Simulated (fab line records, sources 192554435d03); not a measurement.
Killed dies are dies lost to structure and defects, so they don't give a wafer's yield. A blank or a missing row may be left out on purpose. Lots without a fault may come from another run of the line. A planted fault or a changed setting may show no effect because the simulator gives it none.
Which tool did it? | flow n5_finfet | 24 lots, 72 wafers sampled, at 5 steps of a route of 1938

WHAT THE GAUGES READ, wafer by wafer
N5_BEOL_M9_CD_MEAS_11: target cd 64.1 nm.
lot  | measured     | on        | cd_nm (nm)
L074 | day 10 17:02 | cd_sem-02 | 65.3 64.5 64.4
L075 | day 10 17:06 | cd_sem-01 | 64.3 64.4 65.1
L078 | day 12 17:44 | cd_sem-01 | 62.9 64.5 64.6
L077 | day 12 21:01 | cd_sem-01 | 62.5 64.3 63.4
L079 | day 13 14:55 | cd_sem-01 | 63.5 63.8 64.9
L080 | day 13 15:09 | cd_sem-03 | 63.8 64.1 63.5
L081 | day 14 03:53 | cd_sem-01 | 64.9 65.1 64.4
L082 | day 14 07:58 | cd_sem-03 | 63.3 63.8 63.7
L083 | day 14 17:51 | cd_sem-03 | 64.2 64.6 64.0
L084 | day 15 03:01 | cd_sem-02 | 64.4 63.9 64.2
L085 | day 15 03:40 | cd_sem-02 | 64.7 64.3 64.2
L087 | day 15 07:23 | cd_sem-03 | 65.1 64.4 64.7
L086 | day 15 07:39 | cd_sem-02 | 63.8 64.5 64.8
L076 | day 15 18:12 | cd_sem-02 | 63.7 63.4 63.5
L089 | day 15 18:22 | cd_sem-01 | 65.6 64.3 64.2
L090 | day 16 01:29 | cd_sem-01 | 64.7 64.6 63.3
L091 | day 16 14:51 | cd_sem-03 | 63.9 63.2 64.5
L088 | day 16 18:47 | cd_sem-01 | 64.6 64.8 64.7
L092 | day 16 22:07 | cd_sem-01 | 63.8 64.2 63.4
L094 | day 17 00:20 | cd_sem-01 | 64.5 64.4 63.7
L093 | day 17 00:34 | cd_sem-03 | 64.0 63.3 63.9
L095 | day 17 04:15 | cd_sem-01 | 64.4 64.5 64.7
L096 | day 17 04:57 | cd_sem-02 | 64.7 64.0 64.6
L097 | day 17 09:36 | cd_sem-01 | 64.5 64.2 64.3

N5_BEOL_M10_THK_MEAS_01.
lot  | measured     | on            | M10_ILD_THK (nm)
L074 | day 10 23:21 | film_metro-01 | 266 268 267
L075 | day 11 00:29 | film_metro-01 | 271 263 274
L078 | day 13 01:04 | film_metro-01 | 265 265 266
L077 | day 13 04:11 | film_metro-02 | 269 270 268
L079 | day 14 00:26 | film_metro-01 | 262 267 268
L080 | day 13 23:57 | film_metro-01 | 270 270 270
L081 | day 14 10:37 | film_metro-01 | 268 271 274
L082 | day 14 15:53 | film_metro-01 | 268 267 270
L083 | day 15 02:21 | film_metro-01 | 260 264 262
L084 | day 15 13:05 | film_metro-01 | 266 267 270
L085 | day 15 12:13 | film_metro-01 | 267 266 271
L087 | day 15 13:22 | film_metro-02 | 267 270 274
L086 | day 15 13:53 | film_metro-02 | 264 269 271
L076 | day 16 00:28 | film_metro-02 | 269 272 265
L089 | day 16 00:38 | film_metro-01 | 267 268 275
L090 | day 16 07:55 | film_metro-01 | 265 270 266
L091 | day 16 23:07 | film_metro-02 | 266 270 271
L088 | day 17 02:32 | film_metro-01 | 270 268 275
L092 | day 17 03:02 | film_metro-02 | 266 263 267
L094 | day 17 07:22 | film_metro-01 | 269 264 271
L093 | day 17 07:44 | film_metro-02 | 265 263 267
L095 | day 17 10:26 | film_metro-01 | 264 273 266
L096 | day 17 12:40 | film_metro-01 | 266 268 270
L097 | day 17 18:59 | film_metro-02 | 263 268 269

WHICH TOOL RAN EACH LOT (tool, then ch and the chambers of the sampled wafers, then the start)
lot  | N5_BEOL_M9_ETCH_61                 | N5_BEOL_M9_STRIP_67                | N5_BEOL_M9_TRENCH_ETCH_37
L074 | rie_diel-06 ch 0,3, day 10 17:10   | rie_diel-06 ch 0,3, day 10 17:22   | rie_diel-02 ch 0,3, day 10 23:21 or earlier
L075 | rie_diel-02 ch 1,2,3, day 10 17:13 | rie_diel-02 ch 1,2,3, day 10 17:25 | rie_diel-04 ch 0,1,3, day 11 00:29 or earlier
L078 | rie_diel-06 ch 0,1,2, day 12 18:34 | rie_diel-06 ch 0,1,2, day 12 18:46 | rie_diel-04 ch 0,2,3, day 13 01:04 or earlier
L077 | rie_diel-04 ch 0,2,3, day 12 21:19 | rie_diel-04 ch 0,2,3, day 12 21:30 | rie_diel-06 ch 0,2,3, day 13 04:11 or earlier
L079 | rie_diel-06 ch 0,1,2, day 13 15:07 | rie_diel-06 ch 0,1,2, day 13 15:19 | rie_diel-06 ch 0,1,2, day 14 00:26 or earlier
L080 | rie_diel-04 ch 0,1, day 13 15:35   | rie_diel-04 ch 0,1, day 13 15:47   | rie_diel-06 ch 0,1,3, day 13 23:57 or earlier
L081 | rie_diel-06 ch 0,2,3, day 14 04:43 | rie_diel-06 ch 0,2,3, day 14 04:55 | rie_diel-04 ch 0,2, day 14 10:37 or earlier
L082 | rie_diel-06 ch 0,1,2, day 14 08:19 | rie_diel-06 ch 0,1,2, day 14 08:31 | rie_diel-06 ch 0,1,2, day 14 15:53 or earlier
L083 | rie_diel-06 ch 0,1, day 14 18:04   | rie_diel-06 ch 0,1, day 14 18:16   | rie_diel-04 ch 0,1,2, day 15 02:21 or earlier
L084 | rie_diel-06 ch 0,1,3, day 15 04:52 | rie_diel-06 ch 0,1,3, day 15 05:04 | rie_diel-02 ch 0,1,3, day 15 13:05 or earlier
L085 | rie_diel-06 ch 1,3, day 15 05:19   | rie_diel-06 ch 1,3, day 15 05:31   | rie_diel-04 ch 0,2,3, day 15 12:13 or earlier
L087 | rie_diel-06 ch 0,3, day 15 08:07   | rie_diel-06 ch 0,3, day 15 08:18   | rie_diel-02 ch 1,3, day 15 13:22 or earlier
L086 | rie_diel-04 ch 0,1, day 15 08:21   | rie_diel-04 ch 0,1, day 15 08:32   | rie_diel-04 ch 1,2,3, day 15 13:53 or earlier
L076 | rie_diel-04 ch 0,1,3, day 15 18:19 | rie_diel-04 ch 0,1,3, day 15 18:31 | rie_diel-02 ch 0,1,2, day 16 00:28 or earlier
L089 | rie_diel-02 ch 0,3, day 15 18:29   | rie_diel-02 ch 0,3, day 15 18:41   | rie_diel-04 ch 0,2,3, day 16 00:38 or earlier
L090 | rie_diel-02 ch 0,1,3, day 16 01:37 | rie_diel-02 ch 0,1,3, day 16 01:49 | rie_diel-04 ch 2,3, day 16 07:55 or earlier
L091 | rie_diel-04 ch 1,2, day 16 14:59   | rie_diel-04 ch 1,2, day 16 15:11   | rie_diel-04 ch 0,1,2, day 16 23:07 or earlier
L088 | rie_diel-02 ch 0,1,2, day 16 19:42 | rie_diel-02 ch 0,1,2, day 16 19:54 | rie_diel-04 ch 0,1, day 17 02:32 or earlier
L092 | rie_diel-04 ch 0,1,2, day 16 22:14 | rie_diel-04 ch 0,1,2, day 16 22:26 | rie_diel-02 ch 0,1, day 17 03:02 or earlier
L094 | rie_diel-02 ch 0,1,3, day 17 00:28 | rie_diel-02 ch 0,1,3, day 17 00:40 | rie_diel-06 ch 1,2,3, day 17 07:22 or earlier
L093 | rie_diel-04 ch 0,2,3, day 17 00:47 | rie_diel-04 ch 0,2,3, day 17 00:59 | rie_diel-02 ch 1,2,3, day 17 07:44 or earlier
L095 | rie_diel-06 ch 0,3, day 17 04:40   | rie_diel-06 ch 0,3, day 17 04:52   | rie_diel-06 ch 1,2, day 17 10:26 or earlier
L096 | rie_diel-04 ch 0,1, day 17 05:55   | rie_diel-04 ch 0,1, day 17 06:07   | rie_diel-02 ch 0,2,3, day 17 12:40 or earlier
L097 | rie_diel-02 ch 1,2, day 17 09:43   | rie_diel-02 ch 1,2, day 17 09:55   | rie_diel-04 ch 0,1,3, day 17 18:59 or earlier
- N5_BEOL_M9_ETCH_61: etches SiARC in CF4, target depth 39 nm, time 65 s.
- N5_BEOL_M9_STRIP_67: strips in CF4.
- N5_BEOL_M9_TRENCH_ETCH_37: etches SiCOH lowk in C4F6/O2, target depth 151.43 nm, time 49 s.

WHAT THE TOOLS THEMSELVES READ (means of the sampled wafers that have a number; where no wafer has one, the mark that the record gives instead)
N5_BEOL_M9_ETCH_61.
lot  | tool        | drypump_motor_current_A (A) | etch_rf_on_time_s (s) | oes_product_au (a.u.) | rf_vpp_V (V) | showerhead_plenum_p_Torr (Torr) | throttle_valve_pct (%)
L074 | rie_diel-06 | 5.2                         | 66.0                  | 0.65                  | 183.0        | 2.05                            | 15.72
L075 | rie_diel-02 | 5.8                         | 65.9                  | 0.60                  | 183.7        | 2.08                            | 15.63
L078 | rie_diel-06 | 5.3                         | 64.7                  | 0.64                  | 183.1        | 2.11                            | 15.57
L077 | rie_diel-04 | 5.6                         | 65.2                  | 0.64                  | 184.4        | 2.13                            | 15.63
L079 | rie_diel-06 | 5.2                         | 64.5                  | 0.64                  | 182.9        | 2.11                            | 15.58
L080 | rie_diel-04 | 6.0                         | 63.4                  | 0.78                  | 184.2        | 2.16                            | 15.34
L081 | rie_diel-06 | 5.2                         | 66.5                  | 0.63                  | 182.7        | 2.10                            | 15.70
L082 | rie_diel-06 | 5.2                         | 65.3                  | 0.63                  | 183.3        | 2.10                            | 15.58
L083 | rie_diel-06 | 5.2                         | 66.2                  | 0.66                  | 182.7        | 2.07                            | 15.46
L084 | rie_diel-06 | 5.3                         | 65.8                  | 0.62                  | 183.6        | 2.05                            | 15.68
L085 | rie_diel-06 | 5.6                         | 63.7                  | 0.61                  | 182.3        | 2.04                            | 15.80
L087 | rie_diel-06 | 5.1                         | 66.6                  | 0.65                  | 182.8        | 2.06                            | 15.58
L086 | rie_diel-04 | 6.0                         | 63.4                  | 0.75                  | 185.1        | 2.15                            | 15.37
L076 | rie_diel-04 | 5.9                         | 64.0                  | 0.77                  | 183.6        | 2.15                            | 15.36
L089 | rie_diel-02 | 5.6                         | 65.4                  | 0.65                  | 183.4        | 2.13                            | 15.75
L090 | rie_diel-02 | 5.7                         | 66.2                  | 0.65                  | 183.8        | 2.10                            | 15.59
L091 | rie_diel-04 | 5.9                         | 64.3                  | 0.71                  | 185.0        | 2.25                            | 15.53
L088 | rie_diel-02 | 5.7                         | 66.4                  | 0.72                  | 183.8        | 2.10                            | 15.34
L092 | rie_diel-04 | 5.8                         | 64.8                  | 0.69                  | 184.8        | 2.19                            | 15.54
L094 | rie_diel-02 | 5.7                         | 65.4                  | 0.74                  | 183.4        | 2.10                            | 15.43
L093 | rie_diel-04 | 5.6                         | 64.4                  | 0.70                  | 183.5        | 2.12                            | 15.52
L095 | rie_diel-06 | 5.1                         | 67.0                  | 0.64                  | 183.3        | 2.06                            | 15.60
L096 | rie_diel-04 | 6.1                         | 64.0                  | 0.74                  | 184.6        | 2.21                            | 15.41
L097 | rie_diel-02 | 5.7                         | 66.6                  | 0.73                  | 182.8        | 2.07                            | 15.26

N5_BEOL_M9_STRIP_67.
lot  | tool        | drypump_motor_current_A (A) | oes_product_au (a.u.) | rf_vpp_V (V) | showerhead_plenum_p_Torr (Torr) | throttle_valve_pct (%)
L074 | rie_diel-06 | 5.2                         | 0.77                  | 269.2        | 1.72                            | 13.67
L075 | rie_diel-02 | 5.7                         | 0.71                  | 269.9        | 1.74                            | 13.65
L078 | rie_diel-06 | 5.2                         | 0.75                  | 270.3        | 1.76                            | 13.54
L077 | rie_diel-04 | 5.5                         | 0.75                  | 271.0        | 1.78                            | 13.60
L079 | rie_diel-06 | 5.3                         | 0.74                  | 270.9        | 1.76                            | 13.56
L080 | rie_diel-04 | 5.9                         | 0.89                  | 271.0        | 1.80                            | 13.26
L081 | rie_diel-06 | 5.1                         | 0.74                  | 270.5        | 1.76                            | 13.67
L082 | rie_diel-06 | 5.2                         | 0.74                  | 270.1        | 1.76                            | 13.57
L083 | rie_diel-06 | 5.2                         | 0.78                  | 269.4        | 1.72                            | 13.40
L084 | rie_diel-06 | 5.3                         | 0.74                  | 269.9        | 1.71                            | 13.65
L085 | rie_diel-06 | 5.6                         | 0.70                  | 268.8        | 1.70                            | 13.78
L087 | rie_diel-06 | 5.1                         | 0.77                  | 270.1        | 1.72                            | 13.52
L086 | rie_diel-04 | 6.0                         | 0.87                  | 270.6        | 1.80                            | 13.30
L076 | rie_diel-04 | 5.9                         | 0.89                  | 271.6        | 1.80                            | 13.29
L089 | rie_diel-02 | 5.6                         | 0.77                  | 271.1        | 1.78                            | 13.76
L090 | rie_diel-02 | 5.7                         | 0.77                  | 271.4        | 1.76                            | 13.58
L091 | rie_diel-04 | 5.9                         | 0.82                  | 272.7        | 1.87                            | 13.45
L088 | rie_diel-02 | 5.6                         | 0.85                  | 269.1        | 1.76                            | 13.30
L092 | rie_diel-04 | 5.7                         | 0.80                  | 271.8        | 1.82                            | 13.47
L094 | rie_diel-02 | 5.7                         | 0.86                  | 270.1        | 1.76                            | 13.41
L093 | rie_diel-04 | 5.5                         | 0.81                  | 270.6        | 1.78                            | 13.46
L095 | rie_diel-06 | 5.1                         | 0.76                  | 270.2        | 1.72                            | 13.56
L096 | rie_diel-04 | 6.1                         | 0.86                  | 272.8        | 1.84                            | 13.33
L097 | rie_diel-02 | 5.7                         | 0.86                  | 269.9        | 1.73                            | 13.21

N5_BEOL_M9_TRENCH_ETCH_37.
lot  | tool        | drypump_motor_current_A (A) | oes_product_au (a.u.) | rf_vpp_V (V) | showerhead_plenum_p_Torr (Torr) | throttle_valve_pct (%)
L074 | rie_diel-02 | 5.6                         | 0.78                  | 653          | 2.82                            | 21.00
L075 | rie_diel-04 | 5.9                         | 0.76                  | 648          | 2.77                            | 20.97
L078 | rie_diel-04 | 5.6                         | 0.76                  | 658          | 2.84                            | 20.96
L077 | rie_diel-06 | 5.2                         | 0.75                  | 676          | 2.81                            | 21.00
L079 | rie_diel-06 | 5.3                         | 0.75                  | 675          | 2.81                            | 20.90
L080 | rie_diel-06 | 5.3                         | 0.75                  | 672          | 2.74                            | 21.02
L081 | rie_diel-04 | 5.6                         | 0.80                  | 657          | 2.85                            | 20.88
L082 | rie_diel-06 | 5.3                         | 0.73                  | 675          | 2.80                            | 20.90
L083 | rie_diel-04 | 5.8                         | 0.82                  | 662          | 2.93                            | 20.94
L084 | rie_diel-02 | 5.7                         | 0.77                  | 661          | 2.79                            | 20.85
L085 | rie_diel-04 | 5.5                         | 0.83                  | 657          | 2.83                            | 20.85
L087 | rie_diel-02 | 5.9                         | 0.69                  | 657          | 2.73                            | 20.79
L086 | rie_diel-04 | 5.7                         | 0.85                  | 663          | 2.92                            | 20.89
L076 | rie_diel-02 | 5.7                         | 0.86                  | 676          | 2.80                            | 20.67
L089 | rie_diel-04 | 5.6                         | 0.83                  | 658          | 2.83                            | 20.84
L090 | rie_diel-04 | 5.3                         | 0.76                  | 669          | 2.89                            | 20.98
L091 | rie_diel-04 | 5.8                         | 0.80                  | 662          | 2.92                            | 20.96
L088 | rie_diel-04 | 6.0                         | 0.85                  | 651          | 2.87                            | 20.83
L092 | rie_diel-02 | 5.6                         | 0.82                  | 671          | 2.83                            | 20.75
L094 | rie_diel-06 | 5.4                         | 0.88                  | 676          | 2.89                            | 20.90
L093 | rie_diel-02 | 5.8                         | 0.87                  | 667          | 2.76                            | 20.67
L095 | rie_diel-06 | 5.5                         | 0.96                  | 678          | 3.01                            | 20.67
L096 | rie_diel-02 | 5.5                         | 0.94                  | 669          | 2.82                            | 20.73
L097 | rie_diel-04 | 5.9                         | 0.88                  | 651          | 2.86                            | 20.79

THE ANSWER, worked out from the rows above alone
Rule: what is usual is taken from the lots themselves. Put in order of their means at a reading, lots are off if they are a third of the lots or fewer, leave a main group of 4 or more, and stand apart from it by a gap of 3 or more times the standard deviation of the main group's means; of several such gaps the widest counts. A main group whose means are all the same, to the digits that the tables above print for the reading, isn't used. A lot without any number at a reading at which 4 lots or more have one is off too. The other lots that the step has rows for count as sound. The gauges are gone through in route order, then the tools' own readings, and for those a lot's mean is taken as printed above. The first step at which some lot is off is used, and at that step the reading that is off furthest; a lot without a number counts as furthest.
No lot is off at any reading shown: from this, nothing can be told.

WHAT THE SIMULATOR HAD PUT IN
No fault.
